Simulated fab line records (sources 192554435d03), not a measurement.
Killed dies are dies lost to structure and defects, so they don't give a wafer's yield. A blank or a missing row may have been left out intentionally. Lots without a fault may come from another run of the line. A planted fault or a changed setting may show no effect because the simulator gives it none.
Struck lot and sound lot, side by side    flow n5Finfet    20 steps out of a route of 1938
Sound: the wafers L501.2, L501.4, L501.6. Struck: wafers L490.1, L490.2, L490.4. Last of all comes the cause.
At each step with rows: each side's tool, then ch and its chambers, then its first start. Under that, the readings that differ: sound wafers    struck wafers    difference of the means    sigmas: that difference in standard deviations of wafers without a fault.
alike: readings with means less than 2 such deviations apart, plus words and numbers identical on both sides. not compared: withheld readings, readings lacking a value on some wafer, bounds such as >300 that could conceal the same value, and numbers that have no deviation in the record and whose values overlap.
A row with sigmas, a row that says differs or no value, or rows on one side alone: a step with any of these is where the two part. Numbers that have no deviation but don't overlap get no sigmas and don't part them. A reading missing from all wafers of one side parts the sides only when that side holds two or more wafers.

first, 11 steps without rows for these wafers: N5_BEOL_M0_SAQP_COAT_105 (time 60 s, resist thk 100 nm); N5_BEOL_M0_SAQP_ETCH_106 (etches SOC in N2/H2, stops on SiNx, target depth 150 nm); N5_BEOL_M0_SAQP_ETCH_107 (etches SiNx in CH3F/O2, target depth 30 nm); N5_BEOL_M0_SAQP_STRIP_108 (strips in N2/H2); N5_BEOL_M0_SAQP_RECESS_109 (chemistry HF/NH3, target SiO2, target depth 3 nm, afs cycles 1, sublimation time 60 s); N5_BEOL_M0_SAQP_SPACER2_ALD_26 (deposits SiO2, target thk 15 nm, pulse time 1 s, purge time 2 s); N5_BEOL_M0_SAQP_SPACER2_ETCHBACK_27 (etches SiO2 in CHF3/O2, target depth 22.5 nm, time 11.25 s); N5_BEOL_M0_SAQP_MANDREL2_REMOVE_110 (chemistry HBr/Cl2/O2, target a-Si, stops on SiCN, bt time 10 s); N5_BEOL_M0_SAQP_COAT_69 (time 60 s, resist thk 90 nm); N5_BEOL_M0_SAQP_COAT_72 (time 60 s, resist thk 15 nm); N5_BEOL_M0_SAQP_COAT_87 (time 60 s, resist thk 5 nm).
N5_BEOL_M0_SAQP_COAT_34: resist thk 30 nm.
  sound on lithoTrack-04 ch 0, day 10 11:05; struck on lithoTrack-02 ch 0, day 7 15:22
reading                                           sound                 struck                difference  sigmas
dispensePressureKPa (kPa)                         46 46 46              58 58 58              +12         +2
spinSpeedRpm (rpm)                                1500.8 1500.4 1499.8  1426.5 1426.9 1427.5  -73.4       -84
model.CAR-EUV_of_BEOL_M0_SAQP_COAT_34.thkNm (nm)  30 30 30              30.6 30.8 30.6        +0.7        
then, 5 steps without rows for these wafers: N5_BEOL_M0_SAQP_EBR_36; N5_BEOL_M0_SAQP_SOFTBAKE_35 (time 60 s); N5_BEOL_M0_SAQP_EXPOSE_37 (exposes mask M0 CUT1, target cd 30 nm); N5_BEOL_M0_SAQP_PEB_38 (peb time 60 s); N5_BEOL_M0_SAQP_DEVELOP_39 (develop time 30 s).
N5_BEOL_M0_SAQP_DESCUM_45: chemistry O2, time 7 s.
  sound on rieDiel-05 ch 2,3, day 10 11:29; struck on rieDiel-05 ch 1,3, day 7 16:38
reading                                           sound       struck          difference  sigmas
model.CAR-EUV_of_BEOL_M0_SAQP_COAT_34.thkNm (nm)  26 26.2 26  26.8 26.8 26.8  +0.7        
  alike: chamberPressureMTorr, drypumpMotorCurrentA, oesProductAu, rfVppV, showerheadPlenumPTorr, throttleValvePct
  not compared: rfHoursCounterH
then, 1 step without rows for these wafers: N5_BEOL_M0_SAQP_ETCH_88 (etches underlayer in N2/H2, target depth 6.5 nm, time 5.2 s).
-- here the record skips 2 days between the struck wafers' starts before and after, leaving off in module BEOL_M0_SAQP and picking up in module BEOL_M4 (first step shown: number 1111 of the route) --
N5_BEOL_M4_RC_MEAS_101:
  sound on prober-01 ch 0, day 13 08:54; struck on prober-02 ch 0, day 9 22:53
  alike: DIBL_N, DIBL_P, IOFF_N, IOFF_P, ION_N, ION_P, SS_N, SS_P, VT_N, VT_P

## WHERE THEY PART
Only at N5_BEOL_M0_SAQP_COAT_34, within this record. Later steps at which nothing parts them and some readings are alike: N5_BEOL_M0_SAQP_DESCUM_45, N5_BEOL_M4_RC_MEAS_101.

WHY: whatever the simulator had introduced
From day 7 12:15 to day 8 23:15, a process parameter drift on lithoTrack-02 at N5_BEOL_M0_SAQP_COAT_34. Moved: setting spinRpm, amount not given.
